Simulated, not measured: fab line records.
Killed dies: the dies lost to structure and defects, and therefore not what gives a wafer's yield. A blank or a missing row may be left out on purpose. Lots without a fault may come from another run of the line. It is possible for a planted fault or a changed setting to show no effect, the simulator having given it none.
Chamber matching / flow n5_finfet / N5_BEOL_M4_VIA_ETCH_34 on rie_diel-02: 4 sister chambers
The step etches the open film in C4F6/O2, target depth 69.4 nm, time 65.9 s. 20 wafers are shown with their chamber, then 10 later ones without.

EACH WAFER AND ITS CHAMBER
wafer=L077.1; chamber=3; drypump_motor_current_A (A)=5.2; throttle_valve_pct (%)=30.68; showerhead_plenum_p_Torr (Torr)=2.85
wafer=L077.4; chamber=2; drypump_motor_current_A (A)=6.6; throttle_valve_pct (%)=31.36; showerhead_plenum_p_Torr (Torr)=2.98
wafer=L077.5; chamber=3; drypump_motor_current_A (A)=5.2; throttle_valve_pct (%)=30.69; showerhead_plenum_p_Torr (Torr)=2.85
wafer=L079.1; chamber=2; drypump_motor_current_A (A)=6.6; throttle_valve_pct (%)=31.39; showerhead_plenum_p_Torr (Torr)=2.98
wafer=L079.3; chamber=3; drypump_motor_current_A (A)=5.2; throttle_valve_pct (%)=30.69; showerhead_plenum_p_Torr (Torr)=2.85
wafer=L079.4; chamber=1; drypump_motor_current_A (A)=5.8; throttle_valve_pct (%)=31.04; showerhead_plenum_p_Torr (Torr)=2.86
wafer=L080.2; chamber=0; drypump_motor_current_A (A)=6.2; throttle_valve_pct (%)=30.84; showerhead_plenum_p_Torr (Torr)=2.93
wafer=L080.5; chamber=1; drypump_motor_current_A (A)=5.8; throttle_valve_pct (%)=31.05; showerhead_plenum_p_Torr (Torr)=2.86
wafer=L080.6; chamber=2; drypump_motor_current_A (A)=6.6; throttle_valve_pct (%)=31.36; showerhead_plenum_p_Torr (Torr)=2.97
wafer=L082.2; chamber=1; drypump_motor_current_A (A)=5.8; throttle_valve_pct (%)=31.05; showerhead_plenum_p_Torr (Torr)=2.85
wafer=L082.4; chamber=3; drypump_motor_current_A (A)=5.2; throttle_valve_pct (%)=30.70; showerhead_plenum_p_Torr (Torr)=2.84
wafer=L082.5; chamber=2; drypump_motor_current_A (A)=6.7; throttle_valve_pct (%)=31.40; showerhead_plenum_p_Torr (Torr)=2.97
wafer=L083.1; chamber=0; drypump_motor_current_A (A)=6.2; throttle_valve_pct (%)=30.86; showerhead_plenum_p_Torr (Torr)=2.92
wafer=L083.4; chamber=3; drypump_motor_current_A (A)=5.2; throttle_valve_pct (%)=30.68; showerhead_plenum_p_Torr (Torr)=2.84
wafer=L083.5; chamber=2; drypump_motor_current_A (A)=6.7; throttle_valve_pct (%)=31.40; showerhead_plenum_p_Torr (Torr)=2.97
wafer=L086.1; chamber=1; drypump_motor_current_A (A)=5.8; throttle_valve_pct (%)=31.07; showerhead_plenum_p_Torr (Torr)=2.85
wafer=L086.3; chamber=0; drypump_motor_current_A (A)=6.2; throttle_valve_pct (%)=30.86; showerhead_plenum_p_Torr (Torr)=2.92
wafer=L086.5; chamber=0; drypump_motor_current_A (A)=6.2; throttle_valve_pct (%)=30.87; showerhead_plenum_p_Torr (Torr)=2.92
wafer=L090.2; chamber=1; drypump_motor_current_A (A)=5.8; throttle_valve_pct (%)=31.06; showerhead_plenum_p_Torr (Torr)=2.84
wafer=L090.3; chamber=0; drypump_motor_current_A (A)=6.2; throttle_valve_pct (%)=30.90; showerhead_plenum_p_Torr (Torr)=2.92

SIGNATURES (averages over the wafers above)
reading=drypump_motor_current_A; chamber 0=6.200; chamber 1=5.800; chamber 2=6.640; chamber 3=5.200; scatter within a chamber=0.0274
reading=throttle_valve_pct; chamber 0=30.8660; chamber 1=31.0540; chamber 2=31.3820; chamber 3=30.6880; scatter within a chamber=0.0166
reading=showerhead_plenum_p_Torr; chamber 0=2.9220; chamber 1=2.8520; chamber 2=2.9740; chamber 3=2.8460; scatter within a chamber=0.00612
Rule: distance of a wafer from a chamber = root of the sum over the readings of ((wafer's reading minus chamber's mean) / reading's scatter) squared. The wafer belongs to the nearest chamber; if the next one is less than 2 further off, it can't be placed. The scatter: take each reading less its chamber's mean, square it, sum over the shown wafers, divide by the number of wafers less the number of chambers, and take the root.

WAFERS WITH NO CHAMBER GIVEN
wafer=L090.5; drypump_motor_current_A (A)=6.2; throttle_valve_pct (%)=30.89; showerhead_plenum_p_Torr (Torr)=2.91
wafer=L093.3; drypump_motor_current_A (A)=6.2; throttle_valve_pct (%)=30.90; showerhead_plenum_p_Torr (Torr)=2.91
wafer=L093.5; drypump_motor_current_A (A)=6.2; throttle_valve_pct (%)=30.88; showerhead_plenum_p_Torr (Torr)=2.91
wafer=L093.6; drypump_motor_current_A (A)=5.2; throttle_valve_pct (%)=30.72; showerhead_plenum_p_Torr (Torr)=2.83
wafer=L094.2; drypump_motor_current_A (A)=5.2; throttle_valve_pct (%)=30.71; showerhead_plenum_p_Torr (Torr)=2.83
wafer=L094.3; drypump_motor_current_A (A)=6.2; throttle_valve_pct (%)=30.88; showerhead_plenum_p_Torr (Torr)=2.91
wafer=L094.5; drypump_motor_current_A (A)=5.2; throttle_valve_pct (%)=30.71; showerhead_plenum_p_Torr (Torr)=2.83
wafer=L095.1; drypump_motor_current_A (A)=6.2; throttle_valve_pct (%)=30.88; showerhead_plenum_p_Torr (Torr)=2.91
wafer=L095.4; drypump_motor_current_A (A)=6.6; throttle_valve_pct (%)=31.40; showerhead_plenum_p_Torr (Torr)=2.96
wafer=L095.6; drypump_motor_current_A (A)=5.8; throttle_valve_pct (%)=31.06; showerhead_plenum_p_Torr (Torr)=2.84

THE CHAMBER EACH PASSED THROUGH
wafer=L090.5; from the rows above=0; in truth=0
wafer=L093.3; from the rows above=0; in truth=0
wafer=L093.5; from the rows above=0; in truth=0
wafer=L093.6; from the rows above=3; in truth=3
wafer=L094.2; from the rows above=3; in truth=3
wafer=L094.3; from the rows above=0; in truth=0
wafer=L094.5; from the rows above=3; in truth=3
wafer=L095.1; from the rows above=0; in truth=0
wafer=L095.4; from the rows above=2; in truth=2
wafer=L095.6; from the rows above=1; in truth=1
Correctly placed: 10 of 10. Number that these rows cannot place: 0. Number placed wrongly: 0.
